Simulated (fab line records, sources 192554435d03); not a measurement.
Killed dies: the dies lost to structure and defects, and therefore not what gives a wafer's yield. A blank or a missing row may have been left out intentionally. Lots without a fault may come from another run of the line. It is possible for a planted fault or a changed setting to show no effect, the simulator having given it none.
Comparing a struck lot with a sound one / flow n5_finfet / 16 steps out of a route of 1938
Sound: these wafers, L422.1, L422.2, L422.3. Wafers L424.1, L424.3, L424.4 were the ones struck. The cause is named last.
Order at every step that has rows: each side's tool, ch and its chambers, its first start. Under that, the readings that differ: sound wafers / struck wafers / difference of the means / sigmas: that difference in standard deviations of wafers without a fault.
alike: readings with means less than 2 such deviations apart, plus words and numbers identical on both sides. not compared: withheld readings, readings lacking a value on some wafer, bounds such as >300 that could conceal the same value, and numbers that have no deviation in the record and whose values overlap.
A row with sigmas, a row that says differs or no value, or rows on one side alone: a step with any of these is where the two part. Numbers that have no deviation but don't overlap get no sigmas and don't part them. A reading missing from all wafers of one side parts the sides only when that side holds two or more wafers.

first, 2 steps without rows for these wafers: N5_HKMG_FIN_STRIP_89 (strips SOC in N2/H2, time 20 s); N5_HKMG_FIN_WET_ETCH_87 (etches TiN in SC1, time 154.2 s, target depth 4.7 nm, rinse time 30 s).
N5_HKMG_FIN_STRIP_88: strips in N2/H2, time 360 s.
  sound on plasma_asher-01 ch 0,1, day 5 00:05; struck on plasma_asher-01 ch 0,1, day 5 20:44
  alike: drypump_motor_current_A, heater_power_w, n2_flow_sccm, temp_c
  not compared: rf_hours_counter_h
then, 1 step without rows for these wafers: N5_HKMG_FIN_NWFM_ALD_20 (deposits TiAlC, target thk 2 nm, pulse time 3 s, purge time 2 s).
N5_HKMG_FIN_ALD_71: deposits TiN, target thk 1 nm, pulse time 1 s, purge time 3 s.
  sound on ald_metal-03 ch 0,2,3, day 5 00:35; struck on ald_metal-02 ch 0,1,2, day 5 21:14
  alike: chamber_pressure_Torr, heater_power_w, precursor_pulse_height_rel
then, 4 steps without rows for these wafers: N5_HKMG_FIN_COAT_66 (time 60 s, resist thk 300 nm); N5_HKMG_FIN_ETCH_67 (etches SOC in N2/H2, stops on TiN, target depth 388.9 nm); N5_HKMG_FIN_STRIP_90 (strips SOC in N2/H2, time 20 s); N5_HKMG_FIN_WET_ETCH_73 (etches the open film in SC1, time 42.3 s, target depth 1.3 nm, rinse time 30 s).
N5_HKMG_FIN_ETCHBACK_68: etches the open film in Cl2/Ar, stops on HfO2, target depth 0.5 nm.
  sound on rie_metal-01 ch 0,1, day 5 01:08; struck on rie_metal-01 ch 0,1, day 5 21:53
  alike: chamber_pressure_mTorr, drypump_motor_current_A, he_backside_leak_sccm, oes_product_au, throttle_valve_pct
  not compared: rf_hours_counter_h
N5_HKMG_FIN_STRIP_69: strips in N2/H2, time 360 s.
  sound on plasma_asher-02 ch 0,1, day 5 01:17; struck on plasma_asher-02 ch 0,1, day 5 22:01
  alike: drypump_motor_current_A, heater_power_w, n2_flow_sccm, temp_c
  not compared: rf_hours_counter_h
N5_HKMG_FIN_ALD_21: deposits TiN, target thk 1.5 nm, pulse time 1 s, purge time 3 s.
  sound on ald_metal-01 ch 1,2,3, day 5 01:40; struck on ald_metal-02 ch 1,2,3, day 5 22:25
  alike: chamber_pressure_Torr, heater_power_w, precursor_pulse_height_rel
N5_HKMG_FIN_ALD_72: deposits W, target thk 2 nm, pulse time 1 s, purge time 2 s.
  sound on cvd_w-02 ch 0,1, day 5 02:01; struck on cvd_w-02 ch 0,1, day 5 22:46
  no value came back on the struck wafers for ald_cycles, chamber_pressure_Torr (Torr), heater_power_w (W), precursor_pulse_height_rel; on the sound wafers ald_cycles reads 7 7 7
then, 1 step without rows for these wafers: N5_HKMG_FIN_W_FILL_22 (material W, target thk 60 nm, time 18.2 s).
N5_BEOL_M4_RC_MEAS_101:
  the record has rows for the sound wafers here (prober-01 ch 0, day 8 19:41) and none for the struck ones
-- here the record skips 8 days between the struck wafers' starts before and after, leaving off in module BEOL_M4 and picking up in module PASSIVATION (first step shown: number 1936 of the route) --
N5_PASSIVATION_PROBE_49:
  only the struck wafers here have rows in the record (prober-01, day 14 03:42); the sound ones have none

== WHERE THEY PART ==
Earliest at N5_HKMG_FIN_ALD_72; latest, in this record, at N5_PASSIVATION_PROBE_49.

WHY: the cause the simulator had injected
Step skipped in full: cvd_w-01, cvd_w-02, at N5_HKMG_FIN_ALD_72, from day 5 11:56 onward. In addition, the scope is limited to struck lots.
